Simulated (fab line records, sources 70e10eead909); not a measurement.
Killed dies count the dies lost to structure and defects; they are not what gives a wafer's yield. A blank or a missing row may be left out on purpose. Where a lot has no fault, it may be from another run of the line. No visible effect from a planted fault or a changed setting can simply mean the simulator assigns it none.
Problem report, 8D (eight disciplines) form, completed by code    flow nand-harc    the parts of the form that need people (team, actions taken, sign-off) are left out

1. THE ISSUE
Mean of oes-product-au at NHARC_A_WL_FILL_ETCHBACK_26: 0.824 a.u. across 6 wafers in 2 lots; on wafers with no fault it is 1.000 a.u. (standard deviation 0.01). That puts it -18 standard deviations away from the usual mean.
The step: etches the open film in HBr, target depth 52 nm, time 13.3 s.
Earliest sighting: wafer L266.1 on rie-si-04 at day 27 05:11. At this step, 39 wafers from 13 lots have a number in the record. The rule behind "out" and "out of limits": a value lying over 4 standard deviations away from the usual mean. Any other wafer with a number is counted as sound.

2. WHAT IT IS AND WHAT IT IS NOT
question                     is                      is not
which readings at this step  oes-product-au          drypump-motor-current-A, hbr-flow-sccm, throttle-valve-pct
which lots                   L266, L267              L251, L254, L255, L256, L257, L258, L260, L261, L263, L264, L274
which wafers of those lots   all that have a number  -
read on which tools          rie-si-04               rie-si-02, rie-si-03
when                         from day 27 05:11       up to then (30 sound wafers); but 3 sound wafers of L274 came after

3. WHAT RULES OUT EACH SUSPECT
Counting: any tool at a process step up to the reading is kept as a suspect provided that every lot that is out went through it and no sound lot did after the first of them.
- ald-hk-01 at NHARC_A_WL_FILL_ALD_10 (deposits SiO2, target thk 50 nm, pulse time 10 s, ald cycles 500): ruled out as a lasting fault. Sound lots L274 ran on it after its first lot that is out, L266 (day 26 20:45).
- rie-si-04 at NHARC_A_WL_FILL_ETCHBACK_26 (etches the open film in HBr, target depth 52 nm, time 13.3 s): ruled out as a lasting fault. Sound lots L274 ran on it after its first lot that is out, L266 (day 27 05:11).
Left after counting: nothing in the record.

4. THE CAUSE (what the simulator had put in)
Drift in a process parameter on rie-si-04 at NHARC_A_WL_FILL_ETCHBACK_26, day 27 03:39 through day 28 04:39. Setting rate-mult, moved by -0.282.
Counting ruled it out, wrongly.

5. SEQUENCE OF EFFECTS, ordered by route
Each row: a reading whose mean over the struck wafers that have a number lies more than 3 standard deviations from the usual. Only readings whose record carries a usual standard deviation are examined. hours: median over the lots of the time between each lot's start at the first step of this table that gives one and its start at this step. sigmas: the change, counted in usual standard deviations.
hours  step                         reading         usual       on struck wafers  change  sigmas
0      NHARC_A_WL_FILL_ETCHBACK_26  oes-product-au  1.000 a.u.  0.824             -0.176  -18
The process steps in it:
- NHARC_A_WL_FILL_ETCHBACK_26: etches the open film in HBr, target depth 52 nm, time 13.3 s.
Later measuring or inspecting steps at which every struck wafer that the step has a row for has a number for every such reading, and none has moved that far: NHARC_END_SORT_01.

6. HOW IT WOULD HAVE BEEN CAUGHT EARLIER
In this record the first reading out of limits was taken at day 27 05:11, 2 hours after the fault began at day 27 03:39.
